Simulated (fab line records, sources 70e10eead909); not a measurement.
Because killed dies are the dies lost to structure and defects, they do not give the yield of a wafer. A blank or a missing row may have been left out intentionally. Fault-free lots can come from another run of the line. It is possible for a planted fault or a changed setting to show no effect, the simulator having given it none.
Which tool is to blame? + flow nandHarc + 12 lots, 36 wafers sampled, at 5 steps of a route of 1159

WHAT THE GAUGES READ, wafer by wafer
NHARC_P_M2_INSPECT_11. Usual: rawDefectCount 4.2, standard deviation 2.3.
| lot  | measured     | on               | rawDefectCount | flag |
|------|--------------|------------------|----------------|------|
| L200 | day 6 15:40  | defectInspect-01 | 6 2 3          |      |
| L199 | day 6 21:11  | defectInspect-02 | 2 5 2          |      |
| L201 | day 6 21:20  | defectInspect-02 | 8 11 8         |      |
| L202 | day 6 22:14  | defectInspect-02 | 2 5 2          |      |
| L203 | day 7 02:38  | defectInspect-01 | 4 2 1          |      |
| L205 | day 7 15:54  | defectInspect-02 | 1 6 2          |      |
| L206 | day 7 23:19  | defectInspect-02 | 6 10 8         |      |
| L207 | day 8 00:52  | defectInspect-02 | 3 3 4          |      |
| L208 | day 8 18:53  | defectInspect-02 | 4 5 7          |      |
| L209 | day 8 19:37  | defectInspect-01 | 5 6 5          |      |
| L210 | day 9 13:14  | defectInspect-01 | 4 6 5          |      |
| L222 | day 11 16:31 | defectInspect-02 | 3 3 1          |      |

NHARC_END_SORT_01. Usual: defectLimitedYield 95.3 %, standard deviation 1.6; killedAtArray 28, standard deviation 10; killedAtOther 0.6, standard deviation 0.85; killedAtPeriphery 3.3, standard deviation 2.3; killedDies 32, standard deviation 11; killedOpen 3.3, standard deviation 1.5; killedShort 2.1, standard deviation 1.4; sort_bin_2_pct 1.5 %, standard deviation 0.63; sort_bin_3_pct 0.25 %, standard deviation 0.21; sort_bin_4_pct 3.0 %, standard deviation 1.1; sortNPass 645, standard deviation 11; sortRimYieldPct 97.6 %, standard deviation 1.6; sortYieldPct 95.3 %, standard deviation 1.6.
| lot  | measured     | on        | defectLimitedYield (%) | killedAtArray | killedAtOther | killedAtPeriphery | killedDies | killedOpen | killedShort | sort_bin_2_pct (%) | sort_bin_3_pct (%) | sort_bin_4_pct (%) | sortNPass   | sortRimYieldPct (%) | sortYieldPct (%) | flag |
|------|--------------|-----------|------------------------|---------------|---------------|-------------------|------------|------------|-------------|--------------------|--------------------|--------------------|-------------|---------------------|------------------|------|
| L200 | day 20 03:14 | prober-02 | 97.0 95.9 95.3         | 17 26 30      | 1 1 1         | 2 1 1             | 20 28 32   | 2 1 3      | 3 4 0       | 1.0 1.5 1.8        | 0 0.15 0.15        | 1.9 2.5 2.8        | 657 649 645 | 99.1 97.2 97.2      | 97.0 95.9 95.3   |      |
| L199 | day 20 03:16 | prober-01 | 97.0 98.1 97.5         | 18 12 15      | 0 0 1         | 2 1 1             | 20 13 17   | 4 3 4      | 1 0 1       | 1.2 0 0.7          | 0.30 0.15 0.15     | 1.5 1.8 1.6        | 657 664 660 | 100.0 98.1 100.0    | 97.0 98.1 97.5   |      |
| L201 | day 20 18:53 | prober-02 | 92.2 93.1 95.0         | 43 35 28      | 1 0 0         | 9 12 6            | 53 47 34   | 5 4 1      | 2 3 3       | 2.2 2.4 1.3        | 0.30 0.44 0.30     | 5.3 4.1 3.4        | 624 630 643 | 95.3 96.2 100.0     | 92.2 93.1 95.0   |      |
| L202 | day 20 11:05 | prober-01 | 96.0 97.3 95.9         | 26 16 25      | 0 1 2         | 1 1 1             | 27 18 28   | 1 3 1      | 4 2 4       | 0.4 1.3 1.6        | 0.30 0.30 0.30     | 3.2 1.0 2.2        | 650 659 649 | 97.2 98.1 98.1      | 96.0 97.3 95.9   |      |
| L203 | day 20 11:06 | prober-02 | 95.9 97.2 95.7         | 23 14 29      | 1 1 0         | 4 4 0             | 28 19 29   | 2 4 3      | 2 2 2       | 1.5 0.7 1.5        | 0.15 0 0.15        | 2.5 2.1 2.7        | 649 658 648 | 98.1 98.1 98.1      | 95.9 97.2 95.7   |      |
| L205 | day 21 10:22 | prober-02 | 96.3 96.3 96.0         | 23 19 22      | 0 0 1         | 2 6 4             | 25 25 27   | 3 4 2      | 2 1 2       | 1.2 1.0 1.2        | 0.15 0 0.15        | 2.4 2.7 2.7        | 652 652 650 | 98.1 100.0 100.0    | 96.3 96.3 96.0   |      |
| L206 | day 21 01:51 | prober-02 | 94.7 93.8 93.8         | 31 37 35      | 0 0 4         | 5 5 3             | 36 42 42   | 4 6 3      | 4 0 4       | 1.2 2.1 2.5        | 0.30 0.44 0.30     | 3.8 3.7 3.4        | 641 635 635 | 95.3 94.3 96.2      | 94.7 93.8 93.8   |      |
| L207 | day 21 03:46 | prober-01 | 96.6 95.9 96.6         | 17 26 22      | 0 0 0         | 6 2 1             | 23 28 23   | 2 2 2      | 2 1 4       | 1.2 1.5 1.2        | 0 0.30 0           | 2.2 2.4 2.2        | 654 649 654 | 100.0 99.1 99.1     | 96.6 95.9 96.6   |      |
| L208 | day 21 17:23 | prober-02 | 94.5 95.1 94.8         | 34 27 30      | 0 2 0         | 3 4 5             | 37 33 35   | 3 4 6      | 2 3 3       | 1.3 1.3 1.5        | 0.74 0.15 0.30     | 3.4 3.4 3.4        | 640 644 642 | 98.1 97.2 98.1      | 94.5 95.1 94.8   |      |
| L209 | day 21 14:31 | prober-01 | 97.5 97.2 97.5         | 13 10 12      | 0 2 0         | 4 7 5             | 17 19 17   | 3 2 4      | 1 3 2       | 1.2 1.2 0.7        | 0 0.15 0.15        | 1.3 1.5 1.6        | 660 658 660 | 100.0 99.1 99.1     | 97.5 97.2 97.5   |      |
| L210 | day 22 10:47 | prober-01 | 96.8 95.9 93.9         | 18 23 35      | 0 0 2         | 4 5 4             | 22 28 41   | 3 3 4      | 2 1 2       | 0.7 1.3 1.0        | 0.15 0.15 0.44     | 2.4 2.7 4.6        | 655 649 636 | 100.0 98.1 98.1     | 96.8 95.9 93.9   |      |
| L222 | day 25 21:08 | prober-02 | 97.5 96.5 95.6         | 17 24 28      | 0 0 0         | 0 0 2             | 17 24 30   | 4 2 7      | 0 3 2       | 1.0 1.5 2.4        | 0.15 0 0.30        | 1.3 2.1 1.8        | 660 653 647 | 96.2 94.3 97.2      | 97.5 96.5 95.6   |      |

TOOL THAT RAN EACH LOT (tool first, then ch and the chambers of the sampled wafers, then the start)
| lot  | NHARC_P_M1_PRE_CLEAN_32        | NHARC_P_M1_DEP_33              | NHARC_P_M2_ETCH_35                |
|------|--------------------------------|--------------------------------|-----------------------------------|
| L200 | pecvd-02 ch 0,2, day 6 14:08   | pecvd-02 ch 0,2, day 6 14:16   | rieDiel-07 ch 0,1,3, day 6 15:49  |
| L199 | pecvd-02 ch 0,1,2, day 6 19:28 | pecvd-02 ch 0,1,2, day 6 19:33 | rieDiel-07 ch 0,1,3, day 6 21:19  |
| L201 | pecvd-02 ch 0,2, day 6 19:53   | pecvd-02 ch 0,2, day 6 19:58   | rieDiel-07 ch 1,2,3, day 6 21:31  |
| L202 | pecvd-03 ch 0,1, day 6 20:49   | pecvd-03 ch 0,1, day 6 20:53   | rieDiel-07 ch 1,2,3, day 6 22:23  |
| L203 | pecvd-03 ch 0,1,2, day 7 01:03 | pecvd-03 ch 0,1,2, day 7 01:08 | rieDiel-02 ch 1,2,3, day 7 02:46  |
| L205 | pecvd-03 ch 1,2, day 7 14:28   | pecvd-03 ch 1,2, day 7 14:34   | rieDiel-02 ch 1,2,3, day 7 16:03  |
| L206 | pecvd-04 ch 0,1, day 7 21:52   | pecvd-04 ch 0,1, day 7 21:56   | rieDiel-07 ch 1,3, day 7 23:28    |
| L207 | pecvd-03 ch 0,1, day 7 23:31   | pecvd-03 ch 0,1, day 7 23:36   | rieDiel-07 ch 0,2,3, day 8 01:02  |
| L208 | pecvd-03 ch 0,1,2, day 8 17:27 | pecvd-03 ch 0,1,2, day 8 17:35 | rieDiel-02 ch 0,1, day 8 19:02    |
| L209 | pecvd-04 ch 0,1,2, day 8 17:58 | pecvd-04 ch 0,1,2, day 8 18:03 | rieDiel-07 ch 1,2,3, day 8 19:46  |
| L210 | pecvd-03 ch 1,2, day 9 11:37   | pecvd-03 ch 1,2, day 9 11:44   | rieDiel-07 ch 1,2, day 9 13:23    |
| L222 | pecvd-03 ch 0,1, day 11 15:10  | pecvd-03 ch 0,1, day 11 15:15  | rieDiel-02 ch 0,2,3, day 11 16:41 |
- NHARC_P_M1_PRE_CLEAN_32: time 12 s.
- NHARC_P_M1_DEP_33: deposits SiCN, target thk 30 nm.
- NHARC_P_M2_ETCH_35: etches the open film in N2/H2, target depth 40 nm, overetch 12 nm, time 43.94 s.

AS READ BY THE TOOLS THEMSELVES (means over the sampled wafers that have a number; for cases with no such wafer, the mark the record gives instead)
NHARC_P_M1_PRE_CLEAN_32. Usual: heaterPowerW 591 W, standard deviation 81; susceptorTempC 370.00 C, standard deviation 0.22.
| lot  | tool     | heaterPowerW (W) | susceptorTempC (C) | flag |
|------|----------|------------------|--------------------|------|
| L200 | pecvd-02 | 581              | 369.79             |      |
| L199 | pecvd-02 | 609              | 370.03             |      |
| L201 | pecvd-02 | 566              | 370.05             |      |
| L202 | pecvd-03 | 508              | 369.94             |      |
| L203 | pecvd-03 | 572              | 370.02             |      |
| L205 | pecvd-03 | 591              | 370.21             |      |
| L206 | pecvd-04 | 570              | 369.85             |      |
| L207 | pecvd-03 | 508              | 369.95             |      |
| L208 | pecvd-03 | 557              | 369.79             |      |
| L209 | pecvd-04 | 664              | 370.08             |      |
| L210 | pecvd-03 | 563              | 370.26             |      |
| L222 | pecvd-03 | 597              | 369.98             |      |

NHARC_P_M1_DEP_33. Usual: heaterPowerW 551 W, standard deviation 77; susceptorTempC 369.99 C, standard deviation 0.2.
| lot  | tool     | heaterPowerW (W) | susceptorTempC (C) | flag |
|------|----------|------------------|--------------------|------|
| L200 | pecvd-02 | 549              | 370.02             |      |
| L199 | pecvd-02 | 554              | 369.96             |      |
| L201 | pecvd-02 | 571              | 369.95             |      |
| L202 | pecvd-03 | 453              | 370.05             |      |
| L203 | pecvd-03 | 542              | 370.07             |      |
| L205 | pecvd-03 | 511              | 370.08             |      |
| L206 | pecvd-04 | 557              | 370.09             |      |
| L207 | pecvd-03 | 480              | 370.03             |      |
| L208 | pecvd-03 | 548              | 369.96             |      |
| L209 | pecvd-04 | 616              | 370.01             |      |
| L210 | pecvd-03 | 518              | 370.06             |      |
| L222 | pecvd-03 | 542              | 370.28             |      |

NHARC_P_M2_ETCH_35. Usual: drypumpMotorCurrentA 5.8 A, standard deviation 0.48; oesProductAu 0.999 a.u., standard deviation 0.0073; rfVppV 430.9 V, standard deviation 2.6; runLengthS 65.3 s, standard deviation 0.46; showerheadPlenumPTorr 2.06 Torr, standard deviation 0.09; throttleValvePct 14.171 %, standard deviation 0.0091.
| lot  | tool       | drypumpMotorCurrentA (A) | oesProductAu (a.u.) | rfVppV (V) | runLengthS (s) | showerheadPlenumPTorr (Torr) | throttleValvePct (%) | flag |
|------|------------|--------------------------|---------------------|------------|----------------|------------------------------|----------------------|------|
| L200 | rieDiel-07 | 5.7                      | 0.996               | 431.5      | 65.3           | 2.06                         | 14.181               |      |
| L199 | rieDiel-07 | 5.7                      | 0.996               | 431.0      | 65.3           | 2.06                         | 14.174               |      |
| L201 | rieDiel-07 | 5.5                      | 1.004               | 431.0      | 65.7           | 2.08                         | 14.173               |      |
| L202 | rieDiel-07 | 5.5                      | 0.999               | 431.2      | 65.6           | 2.08                         | 14.176               |      |
| L203 | rieDiel-02 | 6.1                      | 1.000               | 430.1      | 65.2           | 2.04                         | 14.168               |      |
| L205 | rieDiel-02 | 6.1                      | 1.002               | 431.2      | 65.4           | 2.04                         | 14.164               |      |
| L206 | rieDiel-07 | 5.8                      | 0.998               | 430.9      | 65.5           | 2.08                         | 14.175               |      |
| L207 | rieDiel-07 | 5.9                      | 1.001               | 432.6      | 65.1           | 2.13                         | 14.172               |      |
| L208 | rieDiel-02 | 6.1                      | 1.008               | 432.6      | 65.4           | 2.12                         | 14.162               |      |
| L209 | rieDiel-07 | 5.5                      | 1.003               | 431.5      | 65.5           | 2.08                         | 14.175               |      |
| L210 | rieDiel-07 | 5.2                      | 1.003               | 431.4      | 59.2           | 2.08                         | 14.176               | OFF  |
| L222 | rieDiel-02 | 6.0                      | 0.991               | 429.1      | 65.0           | 1.99                         | 14.168               |      |

THE ANSWER, worked out from the rows above alone
Rule: lot off if the mean of its wafers having a number is beyond 3 standard deviations from the usual mean. Also off: a lot with no number at a reading for which 4 or more lots have one. The other lots that the step has rows for count as sound. Order of review: gauges by route order, followed by the tools' own readings, for which a lot's mean as printed above is used. The first step at which some lot is off is used, and at that step the reading that is off furthest; a lot without a number counts as furthest.
Off: L210 (NHARC_P_M2_ETCH_35, runLengthS).
A tool fits if, at that step or a process step before it, it ran every lot that is off, and no sound lot after the first of them. One fits: rieDiel-07 at NHARC_P_M2_ETCH_35. A fault onset in the window from L209 (day 8 19:46, its last sound lot) to L210 (day 9 13:23, its first lot off) fits.
On the lots that are off, the tool's own readings at NHARC_P_M2_ETCH_35 differ by more than 5 times the standard deviation of the sound lots' means, which bears it out; runLengthS reads 59.2 s there versus 65.4 s on the sound lots.

WHAT THE SIMULATOR PUT IN
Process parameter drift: rieDiel-07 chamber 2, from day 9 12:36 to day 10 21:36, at NHARC_P_M2_ETCH_35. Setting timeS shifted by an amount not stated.
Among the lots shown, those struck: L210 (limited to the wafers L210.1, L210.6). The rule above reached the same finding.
